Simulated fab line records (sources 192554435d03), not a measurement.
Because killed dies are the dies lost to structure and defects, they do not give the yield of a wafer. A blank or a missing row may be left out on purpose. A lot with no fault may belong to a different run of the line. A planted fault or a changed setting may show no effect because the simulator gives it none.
fab line records -- flow n5_finfet
[record] lots = 7, wafers = 21
route steps=1938 shown BEOL_M7@1308 BEOL_M8@1371 BEOL_M10@1488
start_h: start of the lot's first displayed wafer, in hours after the record's first day -- wait_h: how many hours have passed since the lot's step before this one -- " repeats the value in the row above -- L1.1+2: one row covering several wafers at once -- - no value, or no start was given -- * or withheld: withheld -- < > ~ a bound
route shown NAME@n: names a module that has steps shown in the file, with the first one's number in the route -- usual: the fault-free wafers' mean and standard deviation -- same: alike in all rows -- chamber/n: place in a boat -- sites: each site's reading -- _std_site: standard deviation of those values -- _edge_site: mean of outer sites minus mean of inner sites -- radius_mm: how far each site lies from the wafer's centre -- mask NAME#n: copy n -- behind: the most recent tool/chamber to have shaped the wafer -- hold: reason for holding the lot/hours on hold/outcome of the hold -- device: transistor that didn't switch, given as n, p or np -- end of line: the tests these same wafers got at the end of their route -- a step given without rows: its recipe and nothing more -- killed: dies lost to structure and defects at the first sort, not the wafer's yield -- map: a wafer's dies, marking killed ones x, the rest . and places with no die _
set.NAME: the setting that was run; set.NAME@STEP: the one run at that earlier step -- model.NAME: the simulator's own value behind a step, which no gauge read
lots with deliberately changed settings; one table per step, one row per wafer
[[steps]]
[step N5_BEOL_M7_TRENCH_ETCH_37]
[recipe] chemistry = C4F6/O2, target_depth_a = 934.78, target = SiCOH_lowk, time_s = 31.2, ion_energy_ev = 250, pressure_mtorr = 30, source_w = 345, bias_w = 185, Ar_flow_sccm = 300, C4F6_flow_sccm = 10, O2_flow_sccm = 10
lot.wafer,tool,chamber,start_h,wait_h,set.time_s,model.etch.depth_nm,model.BEOL_M7.feature_depth_nm
L075.1,rie_diel-05,1,-,-,35.41,106.1,106.2
L075.5,rie_diel-05,0,-,-,31.2,91.79,91.8
L075.6,rie_diel-05,1,-,-,31.2,93.81,93.8
L080.1,rie_diel-03,0,-,-,31.2,94.2,94.2
L080.3,rie_diel-03,2,-,-,37.53,111,111
L080.4,rie_diel-03,1,-,-,31.2,97.28,97.2
L083.2,rie_diel-02,0,-,-,31.2,96.08,96
L083.3,rie_diel-02,3,-,-,31.2,92.44,92.4
L083.5,rie_diel-02,2,-,-,36.67,107.1,107.2
L081.1,rie_diel-02,1,-,-,31.2,92.96,93
L081.5,rie_diel-02,3,-,-,36.11,106.6,106.6
L081.6,rie_diel-02,2,-,-,31.2,91.66,91.6
L085.1,rie_diel-03,1,-,-,25.79,78.86,78.8
L085.3,rie_diel-03,3,-,-,31.2,92.71,92.8
L085.6,rie_diel-03,1,-,-,25.79,79.65,79.6
L088.1,rie_diel-05,1,-,-,31.2,91.88,91.8
L088.2,rie_diel-05,2,-,-,31.2,95.09,95
L088.3,rie_diel-05,3,-,-,31.2,94.3,94.2
L097.1,rie_diel-05,2,-,-,26.71,79.5,79.4
L097.5,rie_diel-05,1,-,-,31.2,90.87,90.8
L097.6,rie_diel-05,0,-,-,31.2,94.81,94.8
[step N5_BEOL_M7_ETCH_41]
[recipe] chemistry = CH3F/O2, target = SiCN, target_depth_a = 319, taper_deg = 2, time_s = 57.8, ion_energy_ev = 120, mask_material = TiN, pressure_mtorr = 30, source_w = 395, bias_w = 75, Ar_flow_sccm = 150, CH3F_flow_sccm = 30, O2_flow_sccm = 20
[step N5_BEOL_M7_STRIP_80]
[recipe] chemistry = N2/H2, time_s = 10, power_w = 450, temp_c = 40, pressure_mtorr = 20, rf_frequency_hz = 6e+07, bias_power_w = 7, n2_flow_sccm = 200, h2_flow_sccm = 200
[step N5_BEOL_M7_OCD_MEAS_38]
[usual] trench_depth_nm = 93.8/1.7
lot.wafer,tool,chamber,start_h,wait_h,set.time_s@BEOL_M7_TRENCH_ETCH_37,trench_depth_nm
L075.1,ocd-02,-,198.44,-,35.41,105.8
L075.5,ocd-02,-,198.44,-,31.2,91.9
L075.6,ocd-02,-,198.44,-,31.2,93.6
L080.1,ocd-01,-,241.04,-,31.2,94.1
L080.3,ocd-01,-,241.04,-,37.53,110.6
L080.4,ocd-01,-,241.04,-,31.2,97.4
L083.2,ocd-01,-,245.42,-,31.2,95.6
L083.3,ocd-01,-,245.42,-,31.2,92.1
L083.5,ocd-01,-,245.42,-,36.67,106.9
L081.1,ocd-01,-,245.81,-,31.2,92.8
L081.5,ocd-01,-,245.81,-,36.11,106.6
L081.6,ocd-01,-,245.81,-,31.2,91.7
L085.1,ocd-02,-,257.75,-,25.79,78.8
L085.3,ocd-02,-,257.75,-,31.2,92.5
L085.6,ocd-02,-,257.75,-,25.79,79.5
L088.1,ocd-01,-,275.27,-,31.2,91.5
L088.2,ocd-01,-,275.27,-,31.2,95.7
L088.3,ocd-01,-,275.27,-,31.2,94.7
L097.1,ocd-01,-,332.41,-,26.71,79.1
L097.5,ocd-01,-,332.41,-,31.2,90.9
L097.6,ocd-01,-,332.41,-,31.2,95.0
[step N5_BEOL_M7_HM_STRIP_39]
[recipe] chemistry = peroxide_tin_strip, material = TiN, target_depth_a = 250, temp_c = 50, time_s = 158
[step N5_BEOL_M7_SRD_40]
[recipe] time_s = 30, temp_c = 23, rinse_liquid = diw, dry = ipa_marangoni
[step N5_BEOL_M7_ECD_50]
[recipe] material = Cu, target_thk_a = 3000
[step N5_BEOL_M7_ANNEAL_51]
[recipe] temp_c = 225, time_s = 90, ambient = N2
[step N5_BEOL_M7_CMP_52]
[recipe] stop_on = SiCOH_lowk, t_overpolish_s = 6.9, down_force_psi = 1, platen_rpm = 50, clearing_platen_down_force_psi = 1.5, clearing_platen_rpm = 50, post_cmp_clean = cu_alkaline, target_thk_nm = 80, clearing_platen_pad_velocity_m_s = 0.99484, pad_velocity_m_s = 0.99484
lot.wafer,tool,chamber,start_h,wait_h,set.time_s@BEOL_M7_TRENCH_ETCH_37,model.Cu_of_BEOL_M7_ECD_50.thk_nm
L075.1,cmp-03,0,201.20,0.3,35.41,91.8
L075.5,cmp-03,3,201.20,0.3,31.2,79.2
L075.6,cmp-03,0,201.20,0.3,31.2,80
L080.1,cmp-04,3,245.10,0.3,31.2,79.8
L080.4,cmp-04,0,245.10,0.3,31.2,82.2
L080.3,cmp-04,1,245.10,0.3,37.53,96.2
L083.2,cmp-01,3,247.28,0.2,31.2,81.8
L083.3,cmp-01,0,247.28,0.2,31.2,78
L083.5,cmp-01,3,247.28,0.2,36.67,93.2
L081.1,cmp-04,2,248.10,0.3,31.2,79.6
L081.6,cmp-04,0,248.10,0.3,31.2,76.4
L081.5,cmp-04,1,248.10,0.3,36.11,92.4
L085.3,cmp-01,1,259.69,0.2,31.2,80
L085.1,cmp-01,0,259.69,0.2,25.79,65.2
L085.6,cmp-01,2,259.69,0.2,25.79,65.8
L088.1,cmp-04,2,277.97,0.3,31.2,78.6
L088.3,cmp-04,3,277.97,0.3,31.2,81.8
L088.2,cmp-04,0,277.97,0.3,31.2,83
L097.1,cmp-04,3,335.73,0.3,26.71,65
L097.5,cmp-04,3,335.73,0.3,31.2,77.4
L097.6,cmp-04,0,335.73,0.3,31.2,80.4
[step N5_BEOL_M7_THK_MEAS_53]
[recipe] thk_meas_gauge = xrf, reads = Cu_of_BEOL_M7_ECD_50
[usual] M7_THK = 81.4/2.2
lot.wafer,tool,chamber,start_h,wait_h,set.time_s@BEOL_M7_TRENCH_ETCH_37,M7_THK[nm]
L075.1,film_metro-01,-,201.46,-,35.41,94.0
L075.5,film_metro-01,-,201.46,-,31.2,80.7
L075.6,film_metro-01,-,201.46,-,31.2,81.5
L080.1,film_metro-02,-,245.39,-,31.2,79.8
L080.3,film_metro-02,-,245.39,-,37.53,96.6
L080.4,film_metro-02,-,245.39,-,31.2,82.5
L083.2,film_metro-02,-,247.57,-,31.2,81.9
L083.3,film_metro-02,-,247.57,-,31.2,78.1
L083.5,film_metro-02,-,247.57,-,36.67,93.7
L081.1,film_metro-02,-,248.32,-,31.2,80.1
L081.5,film_metro-02,-,248.32,-,36.11,92.6
L081.6,film_metro-02,-,248.32,-,31.2,76.5
L085.1,film_metro-02,-,259.98,-,25.79,65.3
L085.3,film_metro-02,-,259.98,-,31.2,79.9
L085.6,film_metro-02,-,259.98,-,25.79,65.7
L088.1,film_metro-02,-,278.22,-,31.2,79.5
L088.2,film_metro-02,-,278.22,-,31.2,83.9
L088.3,film_metro-02,-,278.22,-,31.2,83.0
L097.1,film_metro-02,-,336.02,-,26.71,65.2
L097.5,film_metro-02,-,336.02,-,31.2,77.8
L097.6,film_metro-02,-,336.02,-,31.2,80.7
[step N5_BEOL_M7_PRE_CLEAN_55]
[recipe] gas = NH3, time_s = 15, temp_c = withheld, rf_power_w = 300
[step N5_BEOL_M7_DEP_56]
[recipe] material = SiCN, target_thk_a = 100, temp_c = withheld, precursor = 3MS/NH3, pressure_torr = 3, rf_w = 202, time_s = 17.5
[step N5_BEOL_M7_RS_MEAS_57]
[recipe] thk_meas_gauge = four-point-probe, reads = Cu_of_BEOL_M7_ECD_50+Co_of_BEOL_M7_CVD_78+TaN_of_BEOL_M7_ALD_77
[usual] M7_RS = 0.285/0.0083
lot.wafer,tool,chamber,start_h,wait_h,set.time_s@BEOL_M7_TRENCH_ETCH_37,M7_RS[ohm/sq]
L075.1,film_metro-02,-,201.59,0.1,35.41,0.243
L075.5,film_metro-02,-,201.59,0.1,31.2,0.290
L075.6,film_metro-02,-,201.59,0.1,31.2,0.286
L080.1,film_metro-01,-,245.52,0.1,31.2,0.286
L080.3,film_metro-01,-,245.52,0.1,37.53,0.231
L080.4,film_metro-01,-,245.52,0.1,31.2,0.277
L083.2,film_metro-02,-,247.70,0.1,31.2,0.278
L083.3,film_metro-02,-,247.70,0.1,31.2,0.294
L083.5,film_metro-02,-,247.70,0.1,36.67,0.239
L081.1,film_metro-02,-,248.45,0.1,31.2,0.289
L081.5,film_metro-02,-,248.45,0.1,36.11,0.242
L081.6,film_metro-02,-,248.45,0.1,31.2,0.303
L085.1,film_metro-02,-,260.11,0.1,25.79,0.365
L085.3,film_metro-02,-,260.11,0.1,31.2,0.287
L085.6,film_metro-02,-,260.11,0.1,25.79,0.360
L088.1,film_metro-02,-,278.36,0.1,31.2,0.292
L088.2,film_metro-02,-,278.36,0.1,31.2,0.274
L088.3,film_metro-02,-,278.36,0.1,31.2,0.279
L097.1,film_metro-02,-,336.16,0.1,26.71,0.367
L097.5,film_metro-02,-,336.16,0.1,31.2,0.298
L097.6,film_metro-02,-,336.16,0.1,31.2,0.284
[step N5_BEOL_M8_ETCH_66]
[recipe] chemistry = N2/H2, target = SOC, target_depth_a = 800, overetch_a = 160, mask_material = SiARC, temp_c = 40, time_s = 120, ion_energy_ev = 200, pressure_mtorr = 30, source_w = 840, bias_w = 150, n2_flow_sccm = 200, h2_flow_sccm = 200
[usual] rf_vpp_V = 524.8/2
lot.wafer,tool,chamber,start_h,wait_h,set.bias_w,rf_vpp_V,model.SiARC_of_BEOL_M8_COAT_64.thk_nm
L075.1,rie_diel-01,3,206.06,0.0,150,524.8,6.4
L075.5,rie_diel-01,0,206.06,0.0,150,525.4,6.2
L075.6,rie_diel-01,3,206.06,0.0,132.5,484.6,7.2
L080.1,rie_diel-01,2,249.85,0.0,133.7,490.7,7.4
L080.3,rie_diel-01,1,249.85,0.0,150,526.8,6.6
L080.4,rie_diel-01,3,249.85,0.0,133.7,487.0,7.4
L083.2,rie_diel-01,0,251.98,0.0,150,525.2,6.2
L083.3,rie_diel-01,1,251.98,0.0,172,573.3,5.4
L083.5,rie_diel-01,3,251.98,0.0,150,524.7,6.4
L081.1,rie_diel-01,0,252.38,0.0,150,525.3,6.4
L081.5,rie_diel-01,0,252.38,0.0,150,525.1,6.4
L081.6,rie_diel-01,3,252.38,0.0,150,525.0,6.4
L085.1,rie_diel-01,3,265.89,0.0,134.7,490.4,7.2
L085.3,rie_diel-01,2,265.89,0.0,150,529.1,6.6
L085.6,rie_diel-01,1,265.89,0.0,134.7,490.9,7.2
L088.1,rie_diel-04,3,284.82,0.0,150,521.4,6.4
L088.2,rie_diel-04,2,284.82,0.0,150,525.5,6.4
L088.3,rie_diel-04,1,284.82,0.0,150,522.1,6.4
L097.1,rie_diel-01,2,340.09,0.0,167,564.6,6
L097.5,rie_diel-01,2,340.09,0.0,150,529.1,6.8
L097.6,rie_diel-01,1,340.09,0.0,150,526.9,6.4
[step N5_BEOL_M8_TRENCH_ETCH_37]
[recipe] chemistry = C4F6/O2, target_depth_a = 934.78, target = SiCOH_lowk, time_s = 31.2, ion_energy_ev = 250, pressure_mtorr = 30, source_w = 345, bias_w = 185, Ar_flow_sccm = 300, C4F6_flow_sccm = 10, O2_flow_sccm = 10
lot.wafer,tool,chamber,start_h,wait_h,set.time_s,model.etch.depth_nm,model.BEOL_M8.feature_depth_nm
L075.1,rie_diel-01,3,-,-,36.48,108.4,108.4
L075.5,rie_diel-01,0,-,-,31.2,96.61,96.6
L075.6,rie_diel-01,3,-,-,31.2,93.63,93.6
L080.1,rie_diel-01,2,-,-,36.23,104.9,104.8
L080.3,rie_diel-01,1,-,-,31.2,92.11,92.2
L080.4,rie_diel-01,3,-,-,31.2,91.29,91.2
L083.2,rie_diel-01,0,-,-,31.2,95.24,95.2
L083.3,rie_diel-01,1,-,-,31.2,91.59,91.6
L083.5,rie_diel-01,3,-,-,31.2,91.24,91.2
L081.1,rie_diel-01,0,-,-,31.2,94.9,95
L081.5,rie_diel-01,0,-,-,27.39,83.08,83
L081.6,rie_diel-01,3,-,-,31.2,91.95,92
L085.1,rie_diel-01,3,-,-,35.74,105,105
L085.3,rie_diel-01,2,-,-,31.2,90.55,90.6
L085.6,rie_diel-01,1,-,-,35.74,105.6,105.6
L088.1,rie_diel-04,3,-,-,31.2,92.29,92.2
L088.2,rie_diel-04,2,-,-,31.2,95.04,95
L088.3,rie_diel-04,1,-,-,31.2,91.58,91.6
L097.1,rie_diel-01,2,-,-,31.2,90.86,90.8
L097.5,rie_diel-01,2,-,-,31.2,90.36,90.4
L097.6,rie_diel-01,1,-,-,31.2,94.96,95
[step N5_BEOL_M8_ETCH_41]
[recipe] chemistry = CH3F/O2, target = SiCN, target_depth_a = 319, taper_deg = 2, time_s = 57.8, ion_energy_ev = 120, mask_material = TiN, pressure_mtorr = 30, source_w = 395, bias_w = 75, Ar_flow_sccm = 150, CH3F_flow_sccm = 30, O2_flow_sccm = 20
[step N5_BEOL_M8_STRIP_80]
[recipe] chemistry = N2/H2, time_s = 10, power_w = 450, temp_c = 40, pressure_mtorr = 20, rf_frequency_hz = 6e+07, bias_power_w = 7, n2_flow_sccm = 200, h2_flow_sccm = 200
[step N5_BEOL_M8_OCD_MEAS_38]
[usual] trench_depth_nm = 93.1/2.1
lot.wafer,tool,chamber,start_h,wait_h,set.time_s@BEOL_M8_TRENCH_ETCH_37,trench_depth_nm
L075.1,ocd-01,-,206.41,-,36.48,108.5
L075.5,ocd-01,-,206.41,-,31.2,96.4
L075.6,ocd-01,-,206.41,-,31.2,93.3
L080.1,ocd-02,-,250.19,-,36.23,105.1
L080.3,ocd-02,-,250.19,-,31.2,91.8
L080.4,ocd-02,-,250.19,-,31.2,91.7
L083.2,ocd-01,-,252.33,-,31.2,95.0
L083.3,ocd-01,-,252.33,-,31.2,92.1
L083.5,ocd-01,-,252.33,-,31.2,91.4
L081.1,ocd-02,-,252.73,-,31.2,95.1
L081.5,ocd-02,-,252.73,-,27.39,82.7
L081.6,ocd-02,-,252.73,-,31.2,91.9
L085.1,ocd-01,-,266.24,-,35.74,104.6
L085.3,ocd-01,-,266.24,-,31.2,90.5
L085.6,ocd-01,-,266.24,-,35.74,106.1
L088.1,ocd-01,-,285.17,-,31.2,92.4
L088.2,ocd-01,-,285.17,-,31.2,95.1
L088.3,ocd-01,-,285.17,-,31.2,92.0
L097.1,ocd-01,-,340.44,-,31.2,90.8
L097.5,ocd-01,-,340.44,-,31.2,90.8
L097.6,ocd-01,-,340.44,-,31.2,94.6
[step N5_BEOL_M8_HM_STRIP_39]
[recipe] chemistry = peroxide_tin_strip, material = TiN, target_depth_a = 250, temp_c = 50, time_s = 158
[step N5_BEOL_M8_SRD_40]
[recipe] time_s = 30, temp_c = 23, rinse_liquid = diw, dry = ipa_marangoni
[step N5_BEOL_M8_ECD_50]
[recipe] material = Cu, target_thk_a = 3000
[step N5_BEOL_M8_ANNEAL_51]
[recipe] temp_c = 225, time_s = 90, ambient = N2
[step N5_BEOL_M8_CMP_52]
[recipe] stop_on = SiCOH_lowk, t_overpolish_s = 6.9, down_force_psi = 1, platen_rpm = 50, clearing_platen_down_force_psi = 1.5, clearing_platen_rpm = 50, post_cmp_clean = cu_alkaline, target_thk_nm = 80, clearing_platen_pad_velocity_m_s = 0.99484, pad_velocity_m_s = 0.99484
lot.wafer,tool,chamber,start_h,wait_h,set.time_s@BEOL_M8_TRENCH_ETCH_37,model.Cu_of_BEOL_M8_ECD_50.thk_nm
L075.1,cmp-01,3,208.54,0.3,36.48,95.2
L075.6,cmp-01,1,208.54,0.3,31.2,81.6
L075.5,cmp-01,2,208.54,0.3,31.2,82.2
L080.3,cmp-04,2,252.18,0.2,31.2,78.4
L080.1,cmp-04,3,252.18,0.2,36.23,92.2
L080.4,cmp-04,1,252.18,0.2,31.2,77
L083.3,cmp-01,2,254.41,0.2,31.2,77.2
L083.2,cmp-01,3,254.41,0.2,31.2,80.2
L083.5,cmp-01,1,254.41,0.2,31.2,77.6
L081.1,cmp-02,3,256.81,0.4,31.2,82.8
L081.5,cmp-02,0,256.81,0.4,27.39,69
L081.6,cmp-02,1,256.81,0.4,31.2,81.2
L085.3,cmp-01,2,269.06,0.2,31.2,76.4
L085.1,cmp-01,3,269.06,0.2,35.74,91.4
L085.6,cmp-01,3,269.06,0.2,35.74,92.2
L088.1,cmp-04,1,287.23,0.3,31.2,79
L088.2,cmp-04,2,287.23,0.3,31.2,81
L088.3,cmp-04,0,287.23,0.3,31.2,78.4
L097.1,cmp-04,1,342.78,0.4,31.2,75
L097.6,cmp-04,2,342.78,0.4,31.2,79.6
L097.5,cmp-04,3,342.78,0.4,31.2,75.2
[step N5_BEOL_M8_THK_MEAS_53]
[recipe] thk_meas_gauge = xrf, reads = Cu_of_BEOL_M8_ECD_50
[usual] M8_THK = 81/3
lot.wafer,tool,chamber,start_h,wait_h,set.time_s@BEOL_M8_TRENCH_ETCH_37,M8_THK[nm]
L075.1,film_metro-02,-,208.76,-,36.48,98
L075.5,film_metro-02,-,208.76,-,31.2,84
L075.6,film_metro-02,-,208.76,-,31.2,83
L080.1,film_metro-02,-,252.47,-,36.23,93
L080.3,film_metro-02,-,252.47,-,31.2,79
L080.4,film_metro-02,-,252.47,-,31.2,78
L083.2,film_metro-02,-,254.67,-,31.2,81
L083.3,film_metro-02,-,254.67,-,31.2,78
L083.5,film_metro-02,-,254.67,-,31.2,79
L081.1,film_metro-02,-,256.99,-,31.2,84
L081.5,film_metro-02,-,256.99,-,27.39,70
L081.6,film_metro-02,-,256.99,-,31.2,82
L085.1,film_metro-02,-,269.35,-,35.74,92
L085.3,film_metro-02,-,269.35,-,31.2,77
L085.6,film_metro-02,-,269.35,-,35.74,92
L088.1,film_metro-01,-,287.53,-,31.2,80
L088.2,film_metro-01,-,287.53,-,31.2,82
L088.3,film_metro-01,-,287.53,-,31.2,79
L097.1,film_metro-01,-,342.96,-,31.2,76
L097.5,film_metro-01,-,342.96,-,31.2,77
L097.6,film_metro-01,-,342.96,-,31.2,81
[step N5_BEOL_M8_PRE_CLEAN_55]
[recipe] gas = NH3, time_s = 15, temp_c = withheld, rf_power_w = 300
[step N5_BEOL_M8_DEP_56]
[recipe] material = SiCN, target_thk_a = 100, temp_c = withheld, precursor = 3MS/NH3, pressure_torr = 3, rf_w = 202, time_s = 17.5
[step N5_BEOL_M8_RS_MEAS_57]
[recipe] thk_meas_gauge = four-point-probe, reads = Cu_of_BEOL_M8_ECD_50+Co_of_BEOL_M8_CVD_78+TaN_of_BEOL_M8_ALD_77
[usual] M8_RS = 0.287/0.012
lot.wafer,tool,chamber,start_h,wait_h,set.time_s@BEOL_M8_TRENCH_ETCH_37,M8_RS[ohm/sq]
L075.1,film_metro-01,-,208.89,0.1,36.48,0.234
L075.5,film_metro-01,-,208.89,0.1,31.2,0.277
L075.6,film_metro-01,-,208.89,0.1,31.2,0.280
L080.1,film_metro-01,-,252.60,0.1,36.23,0.243
L080.3,film_metro-01,-,252.60,0.1,31.2,0.293
L080.4,film_metro-01,-,252.60,0.1,31.2,0.299
L083.2,film_metro-01,-,254.80,0.1,31.2,0.285
L083.3,film_metro-01,-,254.80,0.1,31.2,0.298
L083.5,film_metro-01,-,254.80,0.1,31.2,0.296
L081.1,film_metro-01,-,257.12,0.1,31.2,0.275
L081.5,film_metro-01,-,257.12,0.1,27.39,0.342
L081.6,film_metro-01,-,257.12,0.1,31.2,0.281
L085.1,film_metro-01,-,269.49,0.1,35.74,0.245
L085.3,film_metro-01,-,269.49,0.1,31.2,0.302
L085.6,film_metro-01,-,269.49,0.1,35.74,0.243
L088.1,film_metro-02,-,287.66,0.1,31.2,0.290
L088.2,film_metro-02,-,287.66,0.1,31.2,0.282
L088.3,film_metro-02,-,287.66,0.1,31.2,0.293
L097.1,film_metro-02,-,343.09,0.1,31.2,0.308
L097.5,film_metro-02,-,343.09,0.1,31.2,0.309
L097.6,film_metro-02,-,343.09,0.1,31.2,0.288
[step N5_BEOL_M10_ETCH_62]
[recipe] chemistry = N2/H2, target = SOC, target_depth_a = 1100, overetch_a = 220, mask_material = SiARC, temp_c = 40, time_s = 165, ion_energy_ev = 200, pressure_mtorr = 30, source_w = 840, bias_w = 150, n2_flow_sccm = 200, h2_flow_sccm = 200
lot.wafer,tool,chamber,start_h,wait_h,set.time_s,model.SiARC_of_BEOL_M10_COAT_60.thk_nm
L075.1,rie_diel-01,3,219.51,0.0,136.2,24.6
L075.5,rie_diel-01,0,219.51,0.0,165,23.2
L075.6,rie_diel-01,1,219.51,0.0,136.2,24.4
L080.1,rie_diel-01,2,263.52,0.0,165,23.8
L080.3,rie_diel-01,0,263.52,0.0,129,24.8
L080.4,rie_diel-01,1,263.52,0.0,165,23.4
L083.2,rie_diel-06,1,267.04,0.0,165,23
L083.3,rie_diel-06,0,267.04,0.0,165,23.4
L083.5,rie_diel-06,2,267.04,0.0,143.7,24
L081.1,rie_diel-06,3,267.29,0.0,165,24
L081.5,rie_diel-06,1,267.29,0.0,165,23.2
L081.6,rie_diel-06,0,267.29,0.0,165,23.6
L085.1+3+6,rie_diel-01,"1,3,1",279.39,0.0,165,23.6
L088.1+2,rie_diel-01,"1,3",299.17,0.0,165,23.6
L088.3,rie_diel-01,2,299.17,0.0,165,23.8
L097.1,rie_diel-01,0,350.95,0.0,165,23.6
L097.5,rie_diel-01,1,350.95,0.0,165,23.4
L097.6,rie_diel-01,2,350.95,0.0,165,23.8
[step N5_BEOL_M10_COAT_22]
[recipe] resist = CAR-ArF, spin_rpm = 1500, resist_thk_nm = 90
lot.wafer,tool,chamber,start_h,wait_h,set.spin_rpm,model.CAR-ArF_of_BEOL_M10_COAT_22.thk_nm
L075.1+5,litho_track-05,0,-,-,1500,89.6
L075.6,litho_track-05,0,-,-,1500,89.8
L080.1,litho_track-02,0,-,-,1500,90.2
L080.3,litho_track-02,0,-,-,1382,93.6
L080.4,litho_track-02,0,-,-,1500,90
L083.2+5,litho_track-01,0,-,-,1389,93.6
L083.3,litho_track-01,0,-,-,1500,90
L081.1,litho_track-01,0,-,-,1500,90
L081.5,litho_track-01,0,-,-,1500,89.8
L081.6,litho_track-01,0,-,-,1500,89.6
L085.1,litho_track-01,0,-,-,1500,89.8
L085.3,litho_track-01,0,-,-,1399,93.4
L085.6,litho_track-01,0,-,-,1500,90
L088.1,litho_track-02,0,-,-,1500,90
L088.2+3,litho_track-02,0,-,-,1500,90.2
L097.1+5,litho_track-02,0,-,-,1333,95.2
L097.6,litho_track-02,0,-,-,1500,89.8
[step N5_BEOL_M10_EBR_24]
[recipe] solvent = PGMEA, ebr_width_mm = 1.5
[step N5_BEOL_M10_SOFTBAKE_23]
[recipe] temp_c = 110, time_s = 60, resist = CAR-ArF
[step N5_BEOL_M10_DESCUM_33]
[recipe] chemistry = O2, time_s = 7.9, source_power_w = 50, bias_power_w = 20, pressure_mtorr = 20, rf_frequency_hz = 2.712e+07, temp_c = 40, resist = CAR-ArF, o2_flow_sccm = 225
lot.wafer,tool,chamber,start_h,wait_h,set.spin_rpm@BEOL_M10_COAT_22,model.CAR-ArF_of_BEOL_M10_COAT_22.thk_nm
L075.1+5,rie_diel-04,3,222.77,0.0,1500,83.2
L075.6,rie_diel-04,0,222.77,0.0,1500,83.4
L080.1+4,rie_diel-01,"2,3",265.35,0.1,1500,83.6
L080.3,rie_diel-01,0,265.35,0.1,1382,87
L083.2,rie_diel-06,0,268.05,0.0,1389,87.2
L083.3,rie_diel-06,3,268.05,0.0,1500,83.4
L083.5,rie_diel-06,3,268.05,0.0,1389,87
L081.1,rie_diel-01,3,268.88,0.0,1500,83.6
L081.5+6,rie_diel-01,"2,1",268.88,0.0,1500,83.2
L085.1,rie_diel-06,3,280.69,0.4,1500,83.2
L085.3,rie_diel-06,1,280.69,0.4,1399,86.8
L085.6,rie_diel-06,3,280.69,0.4,1500,83.4
L088.1,rie_diel-04,1,300.45,0.0,1500,83.6
L088.2+3,rie_diel-04,"3,0",300.45,0.0,1500,83.8
L097.1,rie_diel-06,2,352.61,0.0,1333,88.6
L097.5,rie_diel-06,0,352.61,0.0,1333,88.8
L097.6,rie_diel-06,3,352.61,0.0,1500,83.2
[step N5_BEOL_M10_ETCH_65]
[recipe] chemistry = CF4, target = SiARC, target_depth_a = 390, mask_material = CAR-ArF, time_s = 65, ion_energy_ev = 80, pressure_mtorr = 40, source_w = 545, bias_w = 36, Ar_flow_sccm = 100, cf4_flow_sccm = 100, ends = cleared
lot.wafer,tool,chamber,start_h,wait_h,set.spin_rpm@BEOL_M10_COAT_22,model.CAR-ArF_of_BEOL_M10_COAT_22.thk_nm
L075.1,rie_diel-04,3,222.81,0.0,1500,55.2
L075.5,rie_diel-04,3,222.81,0.0,1500,55
L075.6,rie_diel-04,0,222.81,0.0,1500,55.4
L080.1,rie_diel-01,2,265.38,0.0,1500,55.8
L080.3,rie_diel-01,0,265.38,0.0,1382,59
L080.4,rie_diel-01,3,265.38,0.0,1500,55.6
L083.2,rie_diel-06,0,268.08,0.0,1389,59.2
L083.3,rie_diel-06,3,268.08,0.0,1500,55.4
L083.5,rie_diel-06,3,268.08,0.0,1389,59
L081.1,rie_diel-01,3,268.91,0.0,1500,55.6
L081.5+6,rie_diel-01,"2,1",268.91,0.0,1500,55.2
L085.1,rie_diel-06,3,280.73,0.0,1500,55.2
L085.3,rie_diel-06,1,280.73,0.0,1399,58.8
L085.6,rie_diel-06,3,280.73,0.0,1500,55.4
L088.1,rie_diel-04,1,300.49,0.0,1500,55.4
L088.2,rie_diel-04,3,300.49,0.0,1500,55.8
L088.3,rie_diel-04,0,300.49,0.0,1500,55.6
L097.1,rie_diel-06,2,352.65,0.0,1333,60.6
L097.5,rie_diel-06,0,352.65,0.0,1333,60.8
L097.6,rie_diel-06,3,352.65,0.0,1500,55.4
[[key]]
[split] step = N5_BEOL_M7_TRENCH_ETCH_37, setting = time_s, stated = 31.2, by = wafer
[response] step = N5_BEOL_M7_TRENCH_ETCH_37, reading = model.etch.depth_nm, change = +0.825, per = 1%, r = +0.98
[response] step = N5_BEOL_M7_TRENCH_ETCH_37, reading = model.BEOL_M7.feature_depth_nm, change = +0.829, per = 1%, r = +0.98
[response] step = N5_BEOL_M7_OCD_MEAS_38, reading = trench_depth_nm, change = +0.822, per = 1%, r = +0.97
[response] step = N5_BEOL_M7_CMP_52, reading = model.Cu_of_BEOL_M7_ECD_50.thk_nm, change = +0.836, per = 1%, r = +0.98
[response] step = N5_BEOL_M7_THK_MEAS_53, reading = M7_THK, change = +0.848, per = 1%, r = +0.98
[response] step = N5_BEOL_M7_RS_MEAS_57, reading = M7_RS, change = -0.00343, per = 1%, r = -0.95
[split] step = N5_BEOL_M8_ETCH_66, setting = bias_w, stated = 150, by = wafer
[response] step = N5_BEOL_M8_ETCH_66, reading = rf_vpp_V, change = +3.42, per = 1%, r = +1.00
[response] step = N5_BEOL_M8_ETCH_66, reading = model.SiARC_of_BEOL_M8_COAT_64.thk_nm, change = -0.0646, per = 1%, r = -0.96
[split] step = N5_BEOL_M8_TRENCH_ETCH_37, setting = time_s, stated = 31.2, by = wafer
[response] step = N5_BEOL_M8_TRENCH_ETCH_37, reading = model.etch.depth_nm, change = +0.858, per = 1%, r = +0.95
[response] step = N5_BEOL_M8_TRENCH_ETCH_37, reading = model.BEOL_M8.feature_depth_nm, change = +0.858, per = 1%, r = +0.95
[response] step = N5_BEOL_M8_OCD_MEAS_38, reading = trench_depth_nm, change = +0.875, per = 1%, r = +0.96
[response] step = N5_BEOL_M8_CMP_52, reading = model.Cu_of_BEOL_M8_ECD_50.thk_nm, change = +0.928, per = 1%, r = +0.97
[response] step = N5_BEOL_M8_THK_MEAS_53, reading = M8_THK, change = +0.941, per = 1%, r = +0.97
[response] step = N5_BEOL_M8_RS_MEAS_57, reading = M8_RS, change = -0.00359, per = 1%, r = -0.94
[split] step = N5_BEOL_M10_ETCH_62, setting = time_s, stated = 165, by = wafer
[response] step = N5_BEOL_M10_ETCH_62, reading = model.SiARC_of_BEOL_M10_COAT_60.thk_nm, change = -0.0625, per = 1%, r = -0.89
[split] step = N5_BEOL_M10_COAT_22, setting = spin_rpm, stated = 1500, by = wafer
[response] step = N5_BEOL_M10_COAT_22, reading = model.CAR-ArF_of_BEOL_M10_COAT_22.thk_nm, change = -0.482, per = 1%, r = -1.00
[response] step = N5_BEOL_M10_DESCUM_33, reading = model.CAR-ArF_of_BEOL_M10_COAT_22.thk_nm, change = -0.486, per = 1%, r = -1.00
[response] step = N5_BEOL_M10_ETCH_65, reading = model.CAR-ArF_of_BEOL_M10_COAT_22.thk_nm, change = -0.475, per = 1%, r = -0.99
